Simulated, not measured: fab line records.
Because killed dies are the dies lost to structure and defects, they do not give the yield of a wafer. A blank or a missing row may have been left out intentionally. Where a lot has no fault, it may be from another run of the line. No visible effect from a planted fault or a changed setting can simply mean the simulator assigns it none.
Split-lot trial / flow n5-finfet / 21 wafers read from 7 lots, route of 1938 steps

## ABOUT THE SPLIT
At N5_MOL_CONTACT_COAG_VIA_ETCH_46 (etches SiO2 in C4F6/O2, target depth 46 nm, overetch 9.2 nm, time 40 s), the setting bias-w was moved away from the recipe's 455 W on 5 of the 21 wafers read, by -17.7% to +11.7%. This setting was run at the recipe's value on the other wafers.

The split's own step is where the reading is taken.

## THE READING
rf-vpp-V, in V, at N5_MOL_CONTACT_COAG_VIA_ETCH_46 (etches SiO2 in C4F6/O2, target depth 46 nm, overetch 9.2 nm, time 40 s). Typical for fault-free wafers on this fab line: 1608 V, with standard deviation 24 V.

wafer=L076.1; tool, chamber at the split=rie-diel-01, 2; bias-w as run, W=455; against the recipe=recipe; rf-vpp-V, V=1616; against lot-mates on the recipe=-
wafer=L076.2; tool, chamber at the split=rie-diel-01, 1; bias-w as run, W=397; against the recipe=-12.7%; rf-vpp-V, V=1466; against lot-mates on the recipe=-150
wafer=L076.4; tool, chamber at the split=rie-diel-01, 3; bias-w as run, W=397; against the recipe=-12.7%; rf-vpp-V, V=1438; against lot-mates on the recipe=-178
wafer=L079.2; tool, chamber at the split=rie-diel-01, 2; bias-w as run, W=455; against the recipe=recipe; rf-vpp-V, V=1617; against lot-mates on the recipe=-
wafer=L079.5; tool, chamber at the split=rie-diel-01, 0; bias-w as run, W=455; against the recipe=recipe; rf-vpp-V, V=1585; against lot-mates on the recipe=-
wafer=L079.6; tool, chamber at the split=rie-diel-01, 3; bias-w as run, W=455; against the recipe=recipe; rf-vpp-V, V=1593; against lot-mates on the recipe=-
wafer=L080.1; tool, chamber at the split=rie-diel-02, 2; bias-w as run, W=455; against the recipe=recipe; rf-vpp-V, V=1661; against lot-mates on the recipe=-
wafer=L080.4; tool, chamber at the split=rie-diel-02, 1; bias-w as run, W=455; against the recipe=recipe; rf-vpp-V, V=1588; against lot-mates on the recipe=-
wafer=L080.6; tool, chamber at the split=rie-diel-02, 1; bias-w as run, W=455; against the recipe=recipe; rf-vpp-V, V=1587; against lot-mates on the recipe=-
wafer=L092.4; tool, chamber at the split=rie-diel-01, 2; bias-w as run, W=374.6; against the recipe=-17.7%; rf-vpp-V, V=1397; against lot-mates on the recipe=-223
wafer=L092.5; tool, chamber at the split=rie-diel-01, 2; bias-w as run, W=455; against the recipe=recipe; rf-vpp-V, V=1615; against lot-mates on the recipe=-
wafer=L092.6; tool, chamber at the split=rie-diel-01, 1; bias-w as run, W=455; against the recipe=recipe; rf-vpp-V, V=1625; against lot-mates on the recipe=-
wafer=L093.2; tool, chamber at the split=rie-diel-06, 0; bias-w as run, W=455; against the recipe=recipe; rf-vpp-V, V=1611; against lot-mates on the recipe=-
wafer=L093.3; tool, chamber at the split=rie-diel-06, 1; bias-w as run, W=508.4; against the recipe=+11.7%; rf-vpp-V, V=1755; against lot-mates on the recipe=+144
wafer=L093.4; tool, chamber at the split=rie-diel-06, 3; bias-w as run, W=508.4; against the recipe=+11.7%; rf-vpp-V, V=1759; against lot-mates on the recipe=+148
wafer=L094.4; tool, chamber at the split=rie-diel-02, 3; bias-w as run, W=455; against the recipe=recipe; rf-vpp-V, V=1574; against lot-mates on the recipe=-
wafer=L094.5; tool, chamber at the split=rie-diel-02, 1; bias-w as run, W=455; against the recipe=recipe; rf-vpp-V, V=1586; against lot-mates on the recipe=-
wafer=L094.6; tool, chamber at the split=rie-diel-02, 2; bias-w as run, W=455; against the recipe=recipe; rf-vpp-V, V=1660; against lot-mates on the recipe=-
wafer=L096.1; tool, chamber at the split=rie-diel-02, 3; bias-w as run, W=455; against the recipe=recipe; rf-vpp-V, V=1574; against lot-mates on the recipe=-
wafer=L096.2; tool, chamber at the split=rie-diel-02, 1; bias-w as run, W=455; against the recipe=recipe; rf-vpp-V, V=1588; against lot-mates on the recipe=-
wafer=L096.4; tool, chamber at the split=rie-diel-02, 2; bias-w as run, W=455; against the recipe=recipe; rf-vpp-V, V=1659; against lot-mates on the recipe=-

THE FIT
A straight line over all 21 wafers: rf-vpp-V changes by +12.3 V for each +1% of bias-w; r = +0.95; the points scatter about the line by 27 V.
The same after taking each lot's own level away (the mean of its wafers on the recipe; 21 wafers): +12.6 V for each +1%; r = +0.96; scatter 26 V.
According to that fit, moving bias-w by its largest amount changes the reading by 2.2e+02 V.
The span of the lots' own levels, 1598.3 to 1620.0 V, comes to 0.9 times the standard deviation stated above.
The two slopes are in agreement: the lot-to-lot level therefore moves the slope only a little.
Check: with one of the wafers moved furthest among these (-17.7%) left out of the fit, the line predicts -224 V for it against its lot-mates. Against them it came out at -223 V.
Tool readings at the split's step, against how far the setting was moved: rf-vpp-V r = +0.95.

## OTHER SPLITS ON THESE WAFERS
These wafers also went through other splits before the reading. Each is held against what the fit with the lots' levels taken away leaves over:
other split on the same wafers=N5_SD_EPI_N_EPI_21 epi-growth-time-s; wafers away from the commonest value=7; r with rf-vpp-V (lot level and that fit taken away)=+0.11
other split on the same wafers=N5_SDB_ETCH_17 bias-w; wafers away from the commonest value=6; r with rf-vpp-V (lot level and that fit taken away)=+0.14
other split on the same wafers=N5_SDB_STRIP_22 power-w; wafers away from the commonest value=8; r with rf-vpp-V (lot level and that fit taken away)=+0.02
other split on the same wafers=N5_HKMG_FIN_EXPOSE_46 dose-mj; wafers away from the commonest value=9; r with rf-vpp-V (lot level and that fit taken away)=+0.07
other split on the same wafers=N5_MOL_CONTACT_COAG_CONTACT_ETCH_14 source-w; wafers away from the commonest value=6; r with rf-vpp-V (lot level and that fit taken away)=+0.15

## FILE'S OWN FIT
rf-vpp-V changes by +12.6 V for each +1% of bias-w, r = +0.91.
